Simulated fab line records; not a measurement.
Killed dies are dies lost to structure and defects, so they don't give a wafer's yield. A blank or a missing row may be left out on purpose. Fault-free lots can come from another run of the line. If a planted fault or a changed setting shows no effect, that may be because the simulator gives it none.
Which of the tools did it? | flow n5Finfet | 36 wafers from 12 lots sampled at 2 of the route's 1938 steps

WHAT EACH GAUGE READ, for each wafer
N5_BEOL_M2_INSPECT_13: inspects for defects (brightfield).
lot  | measured     | on               | rawDefectCount
L075 | day 6 15:47  | defectInspect-02 | 333 431 387
L077 | day 7 07:43  | defectInspect-01 | 595 379 342
L079 | day 7 21:10  | defectInspect-02 | 280 329 320
L081 | day 8 11:40  | defectInspect-01 | 607 550 563
L083 | day 8 22:00  | defectInspect-02 | 283 356 351
L085 | day 9 12:16  | defectInspect-01 | 280 536 252
L087 | day 9 19:43  | defectInspect-02 | 419 385 417
L088 | day 10 07:23 | defectInspect-02 | 425 350 416
L091 | day 11 00:08 | defectInspect-02 | 289 350 345
L093 | day 11 07:15 | defectInspect-01 | 321 366 362
L095 | day 11 12:47 | defectInspect-01 | 404 282 358
L097 | day 12 20:14 | defectInspect-02 | 332 636 412

WHICH TOOL RAN EACH LOT (tool, then ch and the chambers of the sampled wafers, then the start)
lot  | N5_BEOL_M1_SPUTTER_96
L075 | pvdSputter-03, day 6 13:17
L077 | pvdSputter-03, day 7 02:28
L079 | pvdSputter-01, day 7 16:07
L081 | pvdSputter-02, day 8 05:49
L083 | pvdSputter-02, day 8 15:35
L085 | pvdSputter-01, day 9 06:16
L087 | pvdSputter-03, day 9 14:50
L088 | pvdSputter-03, day 10 03:15
L091 | pvdSputter-03, day 10 18:26
L093 | pvdSputter-02, day 11 03:09
L095 | pvdSputter-01, day 11 10:35
L097 | pvdSputter-01, day 12 17:58
- N5_BEOL_M1_SPUTTER_96: material Cu, target thk 4.5 nm, time 8.29 s.

THE ANSWER, worked out from the rows above alone
Rule: usual is defined by the lots themselves. The widest of any qualifying gaps counts: lots, ordered by their means at a reading, are off when they make up no more than a third of the lots, leave a main group of 4 or more, and stand apart from it by 3 or more times the standard deviation of that group's means. Not used: any main group whose means are identical at the precision the tables above print for the reading. Also off: a lot with no number at a reading for which 4 or more lots have one. The other lots that the step has rows for count as sound.
None of the lots is off at any reading shown; this tells nothing.

WHAT THE SIMULATOR HAD PUT IN
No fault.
